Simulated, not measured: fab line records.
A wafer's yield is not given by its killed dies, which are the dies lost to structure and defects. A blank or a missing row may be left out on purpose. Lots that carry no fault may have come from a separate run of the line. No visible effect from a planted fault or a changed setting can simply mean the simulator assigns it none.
Chamber matching + flow n5_finfet + pecvd-02 running N5_ZERO_LAYER_PECVD_02: 3 sister chambers
The step deposits SiO2 from SiH4/N2O, target thk 10 nm, time 6 s. 6 wafers are shown with their chamber, then 12 later ones without.

== WAFERS PAIRED WITH THEIR CHAMBERS ==
| wafer  | chamber | showerhead_plenum_p_Torr (Torr) | heater_power_w (W) |
|--------|---------|---------------------------------|--------------------|
| L086.4 | 2       | 8.32                            | 867                |
| L088.1 | 0       | 8.35                            | 935                |
| L088.6 | 1       | 8.17                            | 909                |
| L089.1 | 2       | 8.34                            | 863                |
| L089.2 | 0       | 8.34                            | 995                |
| L089.6 | 1       | 8.15                            | 812                |

== WAFERS WITH NO CHAMBER GIVEN ==
| wafer  | showerhead_plenum_p_Torr (Torr) | heater_power_w (W) |
|--------|---------------------------------|--------------------|
| L091.1 | 8.32                            | 1020               |
| L091.4 | 8.15                            | 876                |
| L091.5 | 8.34                            | 994                |
| L094.4 | 8.34                            | 1001               |
| L094.5 | 8.17                            | 941                |
| L094.6 | 8.31                            | 926                |
| L095.2 | 8.34                            | 936                |
| L095.4 | 8.16                            | 809                |
| L095.5 | 8.33                            | 863                |
| L096.2 | 8.17                            | 938                |
| L096.3 | 8.32                            | 877                |
| L096.4 | 8.32                            | 901                |

== CHAMBER TAKEN BY EACH ==
| wafer  | from the rows above     | in truth |
|--------|-------------------------|----------|
| L091.1 | can't be placed: 0 or 2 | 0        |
| L091.4 | 1                       | 1        |
| L091.5 | 0                       | 0        |
| L094.4 | 0                       | 0        |
| L094.5 | 1                       | 1        |
| L094.6 | can't be placed: 2 or 0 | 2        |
| L095.2 | can't be placed: 0 or 2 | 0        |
| L095.4 | 1                       | 1        |
| L095.5 | 2                       | 2        |
| L096.2 | 1                       | 1        |
| L096.3 | can't be placed: 2 or 0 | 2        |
| L096.4 | can't be placed: 2 or 0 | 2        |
Correct placement for 7 of the 12. Can't be placed from these rows: 5 (the true chamber is among the candidates in 5). 0 placed wrongly.
How it was worked out, from the rows above alone: a wafer's distance from a chamber is the root of the sum, over the readings, of the square of ((its reading less the chamber's mean) divided by the reading's scatter). The wafer belongs to the nearest chamber; if the next one is less than 2 further off, it can't be placed. For every chamber, the mean is computed from those of its wafers that are shown. The scatter is the square root of a quotient: the sum, over the shown wafers, of each reading's squared deviation from its chamber's mean, divided by wafers minus chambers.
